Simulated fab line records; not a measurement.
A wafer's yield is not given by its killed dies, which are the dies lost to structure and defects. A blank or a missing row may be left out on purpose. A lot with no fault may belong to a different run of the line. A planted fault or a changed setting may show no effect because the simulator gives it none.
The tool behind it: which one? || flow nand_harc || Sampling: 6 lots, 18 wafers, 5 of 1159 route steps

== WHAT EACH GAUGE READ, for each wafer ==
NHARC_END_SORT_01.
{"lot": "L157", "measured": "day 19 08:55", "on": "prober-02", "killed_open": "3 3 3"}
{"lot": "L162", "measured": "day 21 03:26", "on": "prober-01", "killed_open": "1 2 4"}
{"lot": "L170", "measured": "day 23 08:14", "on": "prober-01", "killed_open": "7 5 2"}
{"lot": "L176", "measured": "day 24 15:35", "on": "prober-02", "killed_open": "5 2 1"}

== WHICH TOOL RAN EACH LOT (tool, then ch and the chambers of the sampled wafers, then the start) ==
{"lot": "L157", "NHARC_P_M2_PRE_CLEAN_32": "pecvd-04 ch 0,1,2, day 6 21:59", "NHARC_P_BONDPAD_ETCH_24": "rie_diel-12 ch 1,3, day 7 00:58 or earlier", "NHARC_P_BONDPAD_PRE_CLEAN_26": "pvd_sputter-01, day 7 00:58 or earlier", "NHARC_P_BONDPAD_PVD_17": "pvd_sputter-01, day 7 00:58"}
{"lot": "L162", "NHARC_P_M2_PRE_CLEAN_32": "pecvd-01 ch 0,1,2, day 8 03:44", "NHARC_P_BONDPAD_ETCH_24": "rie_diel-07 ch 1,2,3, day 8 06:43 or earlier", "NHARC_P_BONDPAD_PRE_CLEAN_26": "pvd_sputter-03, day 8 06:43 or earlier", "NHARC_P_BONDPAD_PVD_17": "pvd_sputter-03, day 8 06:43"}
{"lot": "L170", "NHARC_P_M2_PRE_CLEAN_32": "pecvd-01 ch 0,1, day 10 10:10", "NHARC_P_BONDPAD_ETCH_24": "rie_diel-12 ch 0,2, day 10 12:38", "NHARC_P_BONDPAD_PRE_CLEAN_26": "pvd_sputter-02, day 10 13:10 or earlier", "NHARC_P_BONDPAD_PVD_17": "pvd_sputter-02, day 10 13:10"}
{"lot": "L176", "NHARC_P_M2_PRE_CLEAN_32": "pecvd-02 ch 0,1,2, day 11 09:52", "NHARC_P_BONDPAD_ETCH_24": "rie_diel-12 ch 0,1,2, day 11 12:33", "NHARC_P_BONDPAD_PRE_CLEAN_26": "pvd_sputter-03, day 11 13:05 or earlier", "NHARC_P_BONDPAD_PVD_17": "pvd_sputter-03, day 11 13:05"}
{"lot": "L174", "NHARC_P_M2_PRE_CLEAN_32": "pecvd-01 ch 0,1,2, day 11 17:10", "NHARC_P_BONDPAD_ETCH_24": "rie_diel-12 ch 0,1,3, day 11 19:34", "NHARC_P_BONDPAD_PRE_CLEAN_26": "pvd_sputter-01, day 11 20:05 or earlier", "NHARC_P_BONDPAD_PVD_17": "pvd_sputter-01, day 11 20:05"}
{"lot": "L178", "NHARC_P_M2_PRE_CLEAN_32": "pecvd-04 ch 0,2, day 12 02:25", "NHARC_P_BONDPAD_ETCH_24": "rie_diel-12 ch 2,3, day 12 05:20 or earlier", "NHARC_P_BONDPAD_PRE_CLEAN_26": "pvd_sputter-01, day 12 05:20 or earlier", "NHARC_P_BONDPAD_PVD_17": "pvd_sputter-01, day 12 05:20"}
- NHARC_P_M2_PRE_CLEAN_32: time 12 s.
- NHARC_P_BONDPAD_ETCH_24: etches the open film in CF4/N2, target depth 30 nm, time 72.99 s.
- NHARC_P_BONDPAD_PRE_CLEAN_26: time 30 s.
- NHARC_P_BONDPAD_PVD_17: deposits TaN, target thk 5 nm, time 8.06 s.

== THE ANSWER, worked out from the rows above alone ==
Rule: usual is defined by the lots themselves. Put in order of their means at a reading, lots are off if they are a third of the lots or fewer, leave a main group of 4 or more, and stand apart from it by a gap of 3 or more times the standard deviation of the main group's means; of several such gaps the widest counts. Not used: any main group whose means are identical at the precision the tables above print for the reading. Also off: a lot with no number at a reading for which 4 or more lots have one. The other lots that the step has rows for count as sound.
Nothing can be told from this: no lot is off at any reading shown.

== WHAT HAD BEEN PUT IN BY THE SIMULATOR ==
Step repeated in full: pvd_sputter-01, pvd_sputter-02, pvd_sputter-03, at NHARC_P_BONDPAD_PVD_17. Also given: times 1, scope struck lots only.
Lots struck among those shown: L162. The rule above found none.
